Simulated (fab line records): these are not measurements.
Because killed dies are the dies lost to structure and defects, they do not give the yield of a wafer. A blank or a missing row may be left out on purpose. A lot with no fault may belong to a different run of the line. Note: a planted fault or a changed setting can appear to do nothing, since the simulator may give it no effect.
What tool caused it?    flow nand-harc    Sampling: 11 lots, 33 wafers, 6 of 1159 route steps

== WHAT THE GAUGES READ, wafer by wafer ==
NHARC_A_CONTACT_INSPECT_10. Usual: raw-defect-count at 28, with a standard deviation of 15.
lot   measured      on                 raw-defect-count  flag
L303  day 17 02:38  defect-inspect-01  12 12 8           
L301  day 17 03:50  defect-inspect-01  35 37 40          
L302  day 17 09:52  defect-inspect-02  28 26 30          
L306  day 17 20:16  defect-inspect-02  7 11 10           
L310  day 19 10:46  defect-inspect-02  352 22 25         OFF
L316  day 20 11:01  defect-inspect-01  33 30 34          
L315  day 20 11:44  defect-inspect-01  22 34 43          
L321  day 21 21:02  defect-inspect-02  20 12 12          
L320  day 22 14:51  defect-inspect-02  26 20 31          
L323  day 22 23:51  defect-inspect-02  23 26 18          
L324  day 23 05:24  defect-inspect-02  18 19 20          

NHARC_END_SORT_01. Usual: killed-at-array 27, standard deviation 12; killed-at-other 0.9, standard deviation 1.1; killed-at-periphery 3.2, standard deviation 2.4; killed-dies 31, standard deviation 12; killed-open 3.3, standard deviation 1.7; killed-short 2.0, standard deviation 1.6.
lot   measured      on         killed-at-array  killed-at-other  killed-at-periphery  killed-dies  killed-open  killed-short  flag
L310  day 24 19:25  prober-01  58 22 23         1 1 2            4 6 3                63 29 28     2 6 2        1 1 5         

== TOOL THAT RAN EACH LOT (tool first, then ch and the chambers of the sampled wafers, then the start) ==
lot   NHARC_A_CONTACT_ETCH_133              NHARC_A_CONTACT_STRIP_82                       NHARC_A_CONTACT_DEP_85           NHARC_A_CONTACT_ETCH_137
L303  har-cap-etch-01 ch 0, day 16 21:40    rie-diel-13 ch 1,2,3, day 17 01:49 or earlier  pecvd-03 ch 0,1,2, day 17 01:49  har-cap-etch-03 ch 0,1, day 17 04:58
L301  har-cap-etch-03 ch 0,1, day 16 23:33  rie-diel-11 ch 0,2, day 17 03:01 or earlier    pecvd-03 ch 0,2, day 17 03:01    har-cap-etch-01 ch 0,1, day 17 05:20
L302  har-cap-etch-01 ch 0,1, day 17 04:22  rie-diel-07 ch 0,1,2, day 17 09:02 or earlier  pecvd-03 ch 0,1,2, day 17 09:02  har-cap-etch-03 ch 0,1, day 17 11:31
L306  har-cap-etch-02 ch 0,1, day 17 15:44  rie-diel-11 ch 0,2,3, day 17 19:33 or earlier  pecvd-04 ch 0,1, day 17 19:33    har-cap-etch-02 ch 0,1, day 17 21:46
L310  har-cap-etch-02 ch 0,1, day 19 06:03  rie-diel-11 ch 0,2,3, day 19 09:55 or earlier  pecvd-02 ch 0,1,2, day 19 09:55  har-cap-etch-01 ch 0,1, day 19 12:31
L316  har-cap-etch-02 ch 0,1, day 20 07:10  rie-diel-07 ch 0,1,3, day 20 10:17 or earlier  pecvd-04 ch 0,2, day 20 10:17    har-cap-etch-02 ch 0,1, day 20 12:36
L315  har-cap-etch-01 ch 0,1, day 20 07:53  rie-diel-11 ch 0,2,3, day 20 10:55 or earlier  pecvd-04 ch 0,1,2, day 20 10:55  har-cap-etch-01 ch 0,1, day 20 13:32
L321  har-cap-etch-02 ch 0,1, day 21 15:15  rie-diel-13 ch 0,1,3, day 21 20:12 or earlier  pecvd-04 ch 0,1,2, day 21 20:12  har-cap-etch-02 ch 0,1, day 21 22:38
L320  har-cap-etch-03 ch 0,1, day 22 11:05  rie-diel-13 ch 0,1, day 22 14:05 or earlier    pecvd-03 ch 0,1,2, day 22 14:05  har-cap-etch-03 ch 0,1, day 22 16:35
L323  har-cap-etch-02 ch 0,1, day 22 19:41  rie-diel-07 ch 1,2, day 22 23:08 or earlier    pecvd-03 ch 1,2, day 22 23:08    har-cap-etch-03 ch 0,1, day 23 01:24
L324  har-cap-etch-01 ch 0,1, day 23 01:16  rie-diel-13 ch 1,2, day 23 04:33 or earlier    pecvd-03 ch 0,1, day 23 04:33    har-cap-etch-01 ch 0,1, day 23 06:57
- NHARC_A_CONTACT_ETCH_133: etches the open film in C4F8/O2/Ar, time 195 s, target depth 840 nm.
- NHARC_A_CONTACT_STRIP_82: strips in O2.
- NHARC_A_CONTACT_DEP_85: deposits SiON, target thk 50 nm.
- NHARC_A_CONTACT_ETCH_137: etches the open film in C4F8/O2/Ar, time 132 s, target depth 1287 nm.

== WHAT THE TOOLS THEMSELVES READ (means of the sampled wafers that have a number; where no wafer has one, the mark that the record gives instead) ==
NHARC_A_CONTACT_STRIP_82. Usual: drypump-motor-current-A 5.8 A, standard deviation 0.51; oes-product-au 1.005 a.u., standard deviation 0.014; rf-vpp-V 57.9 V, standard deviation 0.84; showerhead-plenum-p-Torr 3.56 Torr, standard deviation 0.13; throttle-valve-pct 17.036 %, standard deviation 0.0092.
lot   tool         drypump-motor-current-A (A)  oes-product-au (a.u.)  rf-vpp-V (V)  showerhead-plenum-p-Torr (Torr)  throttle-valve-pct (%)  flag
L303  rie-diel-13  5.8                          1.019                  58.1          3.53                             17.039                  
L301  rie-diel-11  5.7                          1.008                  58.1          3.64                             17.048                  
L302  rie-diel-07  5.8                          1.008                  58.2          3.49                             17.036                  
L306  rie-diel-11  6.0                          1.018                  57.7          3.65                             17.036                  
L310  rie-diel-11  6.0                          1.008                  59.1          3.64                             17.027                  
L316  rie-diel-07  5.7                          0.993                  57.6          3.51                             17.035                  
L315  rie-diel-11  6.0                          1.010                  58.3          3.64                             17.036                  
L321  rie-diel-13  5.7                          1.018                  58.1          3.58                             17.037                  
L320  rie-diel-13  5.5                          0.994                  57.8          3.54                             17.036                  
L323  rie-diel-07  5.2                          0.997                  58.4          3.48                             17.036                  
L324  rie-diel-13  5.7                          1.017                  57.9          3.42                             17.045                  

NHARC_A_CONTACT_DEP_85. Usual: chamber-pressure-Torr 3.499 Torr, standard deviation 0.0075; heater-power-w 746 W, standard deviation 59.
lot   tool      chamber-pressure-Torr (Torr)  heater-power-w (W)  flag
L303  pecvd-03  3.498                         848                 
L301  pecvd-03  3.503                         731                 
L302  pecvd-03  3.494                         789                 
L306  pecvd-04  3.496                         747                 
L310  pecvd-02  3.493                         690                 
L316  pecvd-04  3.496                         712                 
L315  pecvd-04  3.503                         684                 
L321  pecvd-04  3.504                         681                 
L320  pecvd-03  3.503                         796                 
L323  pecvd-03  3.499                         806                 
L324  pecvd-03  3.503                         852                 

== THE ANSWER, worked out from the rows above alone ==
Rule: a lot is off if the mean of its wafers that have a number lies more than 3 standard deviations from the usual mean. A lot without any number at a reading at which 4 lots or more have one is off too. The other lots that the step has rows for count as sound. First the gauges in route order, then the tools' own readings, where a lot's mean is used as printed above. At the first step where some lot is off, the reading lying furthest off is the one used; lots without a number count as furthest.
Off, at NHARC_A_CONTACT_INSPECT_10 on raw-defect-count: L310.
A tool fits if, at a process step before that reading, it ran every lot that is off, and no sound lot after the first of them. Those tools and the gauges at NHARC_A_CONTACT_INSPECT_10 are tried in the same way. With no start given for some of its lots, NHARC_A_CONTACT_STRIP_82 uses the hours and lot order of NHARC_A_CONTACT_DEP_85. One fits: pecvd-02 at NHARC_A_CONTACT_DEP_85. It ran no sound lot before its first lot that is off in this sample, so the start can't be narrowed down.

== WHAT THE SIMULATOR PUT IN ==
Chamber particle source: pecvd-02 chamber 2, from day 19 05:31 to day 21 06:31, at NHARC_A_CONTACT_DEP_85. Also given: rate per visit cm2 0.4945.
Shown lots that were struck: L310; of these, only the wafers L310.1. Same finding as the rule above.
